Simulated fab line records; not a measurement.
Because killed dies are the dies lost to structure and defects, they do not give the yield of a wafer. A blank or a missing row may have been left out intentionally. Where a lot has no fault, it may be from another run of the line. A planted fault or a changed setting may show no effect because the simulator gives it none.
A lot that was struck, set against a sound lot + flow n5-finfet + 16 out of 1938 route steps
Sound: the wafers L261.4, L261.6. The struck wafers were L245.1, L245.3, L245.6. The cause is named last.
For every step that has rows: the tool of each side, followed by ch and its chambers, followed by its first start. Under that, the readings that differ: sound wafers + struck wafers + difference of the means + sigmas: that difference in standard deviations of wafers without a fault.
alike: readings whose means differ by less than 2 such deviations, and words and numbers that are the same on both sides. not compared: withheld readings, readings that some wafer has no value for, bounds like >300 that may hide the same value, and numbers for which the record gives no deviation and whose values overlap.
A row with sigmas, a row that says differs or no value, or rows on one side alone: a step with any of these is where the two part. Numbers that have no deviation but don't overlap get no sigmas and don't part them. A reading missing from all wafers of one side parts the sides only when that side holds two or more wafers.

first, 4 steps without rows for these wafers: N5_BEOL_M4_SOFTBAKE_23 (time 60 s); N5_BEOL_M4_EXPOSE_25 (exposes mask V3, defocus 5 nm); N5_BEOL_M4_PEB_26 (peb time 60 s); N5_BEOL_M4_DEVELOP_27 (develop time 30 s).
N5_BEOL_M4_CD_MEAS_28: target cd 26.2 nm, target cd y 24.1 nm.
  sound on cd-sem-01 ch 0, day 12 17:35; struck on cd-sem-01 ch 0, day 8 23:53
  alike: cd-nm
N5_BEOL_M4_OVL_MEAS_29:
  sound on overlay-02 ch 0, day 12 17:39; struck on overlay-02 ch 0, day 8 23:55
  alike: V3_OVL
N5_BEOL_M4_INSPECT_30: inspects for defects (brightfield).
  sound: defect-inspect-01 at day 12 17:41; struck: defect-inspect-02 at day 8 23:58
  alike: raw-defect-count
N5_BEOL_M4_DESCUM_33: chemistry O2, time 7 s.
  sound on rie-diel-05 ch 2, day 12 18:13; struck on rie-diel-05 ch 0,3, day 9 00:00
  alike: chamber-pressure-mTorr, drypump-motor-current-A, oes-product-au, rf-vpp-V, showerhead-plenum-p-Torr, throttle-valve-pct
  not compared: rf-hours-counter-h
N5_BEOL_M4_ETCH_77: etches underlayer in N2/H2, target depth 6.5 nm, time 5.2 s.
  sound on rie-diel-05 ch 2, day 12 18:14; struck on rie-diel-05 ch 0,3, day 9 00:02
  alike: chamber-pressure-mTorr, drypump-motor-current-A, etch-rf-on-time-s, oes-product-au, rf-fwd-power-W, rf-vpp-V, showerhead-plenum-p-Torr, throttle-valve-pct
  not compared: rf-hours-counter-h
N5_BEOL_M4_ETCH_69: etches SiARC in CF4, target depth 15.6 nm, time 26 s.
  sound on rie-diel-05 ch 2, day 12 18:16; struck on rie-diel-05 ch 0,3, day 9 00:03
| reading                | sound       | struck            | difference | sigmas |
|------------------------|-------------|-------------------|------------|--------|
| throttle-valve-pct (%) | 15.17 15.19 | 15.68 15.64 15.69 | +0.49      | +2     |
  alike: chamber-pressure-mTorr, drypump-motor-current-A, etch-rf-on-time-s, oes-product-au, rf-fwd-power-W, rf-vpp-V, showerhead-plenum-p-Torr
  not compared: rf-hours-counter-h
N5_BEOL_M4_ALD_98: deposits SiO2, target thk 2.5 nm, pulse time 1 s, co reactant pulse time 1 s.
  sound on ald-sin-02 ch 1,3, day 12 18:31; struck on ald-sin-01 ch 1,3, day 9 00:09
  alike: heater-power-w, precursor-pulse-height-rel, susceptor-temp-C
  not compared: since-wet-clean-h
N5_BEOL_M4_ETCHBACK_99: etches SiO2 in CHF3, target depth 5 nm, time 10.4 s.
  sound on rie-diel-01 ch 1,2, day 12 19:15; struck on rie-diel-01 ch 2,3, day 9 00:25
  alike: chamber-pressure-mTorr, drypump-motor-current-A, oes_ar_750_au, oes-product-au, rf-vpp-V, showerhead-plenum-p-Torr, throttle-valve-pct
  not compared: rf-hours-counter-h
N5_BEOL_M4_ETCH_70: etches SOC in N2/H2, target depth 80 nm, overetch 24 nm, time 130 s.
  sound on rie-diel-01 ch 1,2, day 12 19:17; struck on rie-diel-01 ch 2,3, day 9 00:27
| reading                                    | sound       | struck            | difference | sigmas |
|--------------------------------------------|-------------|-------------------|------------|--------|
| rf-fwd-power-W (W)                         | 839.9 835.3 | 627.3 634.4 634.3 | -205.6     | -73    |
| rf-vpp-V (V)                               | 527.6 524.7 | 574.5 572.9 573.4 | +47.4      | +19    |
| model.SiARC_of_BEOL_M4_COAT_68.thk-nm (nm) | 6 6         | 7 7 7             | +1         |        |
  alike: chamber-pressure-mTorr, drypump-motor-current-A, oes-product-au, showerhead-plenum-p-Torr, throttle-valve-pct
  not compared: rf-hours-counter-h
then, 1 step without rows for these wafers: N5_BEOL_M4_STRIP_71 (strips in N2/H2).
N5_BEOL_M4_RC_MEAS_101:
  sound on prober-02 ch 0, day 13 00:32; struck on prober-02 ch 0, day 9 05:16
  alike: DIBL_N, DIBL_P, IOFF_N, IOFF_P, ION_N, ION_P, SS_N, SS_P, VT_N, VT_P
N5_PASSIVATION_PROBE_49:
  sound wafers here have rows in the record (prober-01, day 17 11:03); struck ones have none

## WHERE THEY PART
At N5_BEOL_M4_ETCH_69 first; at N5_PASSIVATION_PROBE_49 last (within this record only).

WHY: the cause the simulator had injected
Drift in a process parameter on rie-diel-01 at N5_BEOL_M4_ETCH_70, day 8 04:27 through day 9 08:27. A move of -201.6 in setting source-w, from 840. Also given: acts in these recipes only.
